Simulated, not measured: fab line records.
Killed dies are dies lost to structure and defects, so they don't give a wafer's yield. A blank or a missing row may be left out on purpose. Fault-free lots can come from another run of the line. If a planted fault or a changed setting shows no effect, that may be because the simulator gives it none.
Comparing a struck lot with a sound one    flow n5 finfet    42 steps out of a route of 1938
Sound: wafers L289.1, L289.2, L289.4. Struck: wafer L300.5 (left out: L300.1, L300.3 of the same lot, which were not struck); the cause appears at the end.
For every step that has rows: the tool of each side, followed by ch and its chambers, followed by its first start. Under that, the readings that differ: sound wafers    struck wafers    difference of the means    sigmas: that difference in standard deviations of wafers without a fault.
alike: readings with means less than 2 such deviations apart, plus words and numbers identical on both sides. not compared: withheld readings, readings lacking a value on some wafer, bounds such as >300 that could conceal the same value, and numbers that have no deviation in the record and whose values overlap.
The two part at a step that has a row with sigmas, a row that says differs or no value, or rows on one side only. Numbers that don't overlap but have no deviation are shown without sigmas and don't part them. Lack of a reading on every wafer of one side parts them only where that side has two or more wafers.

N5_PMOS_HMC_CHANNEL_EPI_OVL_MEAS_10:
  sound on overlay-01 ch 0, day 2 11:08; struck on overlay-02 ch 0, day 5 05:16
  alike: PMOS_HMC_BLK_OVL
N5_PMOS_HMC_CHANNEL_EPI_INSPECT_11: inspects for defects (macro).
  sound: defect inspect-01 at day 2 11:09; struck: defect inspect-02 at day 5 05:17
  alike: raw defect count
then, 10 steps without rows for these wafers: N5_PMOS_HMC_CHANNEL_EPI_DESCUM_14 (chemistry O2, time 7.9 s); N5_PMOS_HMC_CHANNEL_EPI_ETCH_32 (etches BARC in N2/H2, stops on SiO2, target depth 85.8 nm, time 50.3 s); N5_PMOS_HMC_CHANNEL_EPI_HM_OPEN_15 (chemistry CHF3/O2, target SiO2, target depth 40.6 nm, time 20.3 s); N5_PMOS_HMC_CHANNEL_EPI_STRIP_33 (strips in N2/H2); N5_PMOS_HMC_CHANNEL_EPI_STRIP_17 (strips in SPM, time 750 s); N5_PMOS_HMC_CHANNEL_EPI_ETCH_38 (etches SiO2 in CF4, target depth 1.5 nm); N5_PMOS_HMC_CHANNEL_EPI_FIN_RECESS_16 (chemistry HBr/Cl2, target Si, target depth 54 nm, time 18 s); N5_PMOS_HMC_CHANNEL_EPI_PRECLEAN_36 (cleans in O3/DIW, time 45 s); N5_PMOS_HMC_CHANNEL_EPI_PRECLEAN_18 (cleans in DHF, time 30 s); N5_PMOS_HMC_CHANNEL_EPI_SRD_19 (time 30 s).
N5_PMOS_HMC_CHANNEL_EPI_EPI_20: deposits SiGe30, target thk 59 nm.
  sound on epi rpcvd-03 ch 0, day 2 12:23; struck on epi rpcvd-02 ch 0, day 5 05:58
reading                                                  sound             struck  difference  sigmas
model.SiGe30_of_PMOS_HMC_CHANNEL_EPI_EPI_20.thk nm (nm)  59.17 59.1 58.66  35.13   -23.85      
then, 3 steps without rows for these wafers: N5_PMOS_HMC_CHANNEL_EPI_HM_STRIP_35 (strips SiO2 in dHF, material SiO2, target depth 39.6 nm, time 216 s); N5_PMOS_HMC_CHANNEL_EPI_SRD_39 (time 30 s); N5_PMOS_HMC_CHANNEL_EPI_CMP_21 (polishes SiGe30, target thk 54 nm).
N5_PMOS_HMC_CHANNEL_EPI_THK_MEAS_22:
  sound: film metro-02 at day 2 14:02; struck: film metro-01 at day 5 07:41
reading           sound           struck  difference  sigmas
HMC_CMP_THK (nm)  54.3 54.0 52.2  35.1    -18.4       -14
then, 1 step without rows for these wafers: N5_PMOS_HMC_CHANNEL_EPI_PRECLEAN_40 (cleans in DHF, time 30 s).
N5_PMOS_HMC_CHANNEL_EPI_PRECLEAN_37: cleans in O3/DIW, time 45 s.
  sound on wet bench-06 ch 5,6,7, day 2 14:04; struck on wet bench-01 ch 7, day 5 07:44
reading                                                  sound             struck  difference  sigmas
model.SiGe30_of_PMOS_HMC_CHANNEL_EPI_EPI_20.thk nm (nm)  53.5 53.43 53.41  34.36   -19.09      
then, 3 steps without rows for these wafers: N5_PMOS_HMC_CHANNEL_EPI_PRECLEAN_24 (cleans in DHF, time 30 s); N5_PMOS_HMC_CHANNEL_EPI_SRD_25 (time 30 s); N5_PMOS_HMC_CHANNEL_EPI_EPI_26 (deposits Si from SiH4/H2, target thk 3.8 nm, time 22.7 s).
N5_PMOS_HMC_CHANNEL_EPI_INSPECT_30: inspects for defects (darkfield).
  sound: defect inspect-02 at day 2 14:31; struck: defect inspect-01 at day 5 08:10
  alike: raw defect count
then, 4 steps without rows for these wafers: N5_FIN_SAQP_PRECLEAN_42 (cleans in O3/DIW, time 60 s); N5_FIN_SAQP_PRECLEAN_00 (cleans in SC1, time 60 s); N5_FIN_SAQP_PRECLEAN_44 (cleans in SC2, time 45 s); N5_FIN_SAQP_SRD_01 (time 30 s).
N5_FIN_SAQP_ALD_61: deposits SiO2, target thk 4 nm, pulse time 1 s, purge time 2 s.
  sound on ald sin-04 ch 0,1, day 2 14:38; struck on ald sin-02 ch 2, day 5 08:17
  alike: heater power w, precursor pulse height rel
then, 1 step without rows for these wafers: N5_FIN_SAQP_DENSIFY_62 (time 60 s).
N5_FIN_SAQP_HM_DEP_03: deposits SiNx from SiH4/NH3/N2, target thk 38 nm, time 33.6 s.
  sound on pecvd-01 ch 0,1,2, day 2 15:03; struck on pecvd-01 ch 0, day 5 08:43
  alike: heater power w, rf fwd power W, showerhead plenum p Torr, throttle valve pct
N5_FIN_SAQP_THK_MEAS_05:
  sound: film metro-01 at day 2 15:08; struck: film metro-02 at day 5 08:47
  alike: thk nm
N5_FIN_SAQP_PECVD_47: deposits a-Si from SiH4/He, target thk 45 nm, time 36.3 s.
  sound on pecvd-02 ch 0,1, day 2 15:11; struck on pecvd-03 ch 1, day 5 08:50
  alike: heater power w, rf fwd power W, showerhead plenum p Torr, throttle valve pct
then, 1 step without rows for these wafers: N5_FIN_SAQP_PECVD_48 (deposits SiNx from SiH4/NH3/N2, target thk 25 nm, time 22.1 s).
N5_FIN_SAQP_PECVD_06: deposits a-Si from SiH4/He, target thk 60 nm, time 48.1 s.
  sound on pecvd-02 ch 0,1, day 2 15:18; struck on pecvd-03 ch 1, day 5 08:55
  alike: heater power w, rf fwd power W, showerhead plenum p Torr, throttle valve pct
N5_FIN_SAQP_THK_MEAS_07:
  sound: film metro-01 at day 2 15:25; struck: film metro-01 at day 5 09:00
  alike: thk nm
N5_FIN_SAQP_HM_DEP_72: deposits SiO2 from SiH4/N2O, target thk 12 nm, time 7.2 s.
  sound on pecvd-02 ch 0,1, day 2 15:28; struck on pecvd-02 ch 1, day 5 09:02
  alike: heater power w, rf fwd power W, showerhead plenum p Torr
then, 5 steps without rows for these wafers: N5_FIN_SAQP_COAT_49 (time 60 s, resist thk 100 nm); N5_FIN_SAQP_COAT_50 (time 60 s, resist thk 35 nm); N5_FIN_SAQP_COAT_10 (resist thk 90 nm); N5_FIN_SAQP_EBR_12; N5_FIN_SAQP_SOFTBAKE_11 (time 60 s).
-- a jump in the record: the struck wafers' starts before and after are 6 days apart (it breaks off in module FIN_SAQP and resumes in module BEOL_M4, where the first step shown is number 1111 of the route) --
N5_BEOL_M4_RC_MEAS_101:
  sound on prober-01 ch 0, day 8 20:47; struck on prober-02 ch 0, day 11 17:24
reading              sound                       struck   difference  sigmas
CJ_P                 5.91 5.96 5.79              3.58     -2.31       -9
DIBL_P (mV/V)        39 39 34                    167      +130        +41
IOFF_P (nA/um)       0.30 0.32 0.20              73.32    +73.05      +99 or more
IOFF_P_85C (nA/um)   5.0 5.3 3.7                 493.1    +488.4      +99 or more
IOFF_P_LIN (nA/um)   0.135 0.145 0.104           0.832    +0.704      +35
IOFF_P_LONG (nA/um)  0.000135 0.000137 0.000135  5.5e-05  -8.1e-05    -7
ION_P (uA/um)        480 482 469                 308      -169        -15
REXT_P (ohm.um)      103.7 102.2 106.1           128.4    +24.4       +11
RS_NWELL (ohm/sq)    1035 1039 1039              1079     +41         +6
SS_P (mV/dec)        74.1 73.9 72.3              155.6    +82.2       +88
VT_N (mV)            244 241 248                 253      +9          +2
VT_P (mV)            -243 -240 -248              -254     -10         -2
VT_P_LONG (mV)       -267 -268 -264              -292     -26         -7
  alike: DIBL_N, IOFF_N, ION_N, SS_N

== WHERE THEY PART ==
At N5_PMOS_HMC_CHANNEL_EPI_THK_MEAS_22 first; at N5_BEOL_M4_RC_MEAS_101 last (within this record only).

WHY: what the simulator had put in
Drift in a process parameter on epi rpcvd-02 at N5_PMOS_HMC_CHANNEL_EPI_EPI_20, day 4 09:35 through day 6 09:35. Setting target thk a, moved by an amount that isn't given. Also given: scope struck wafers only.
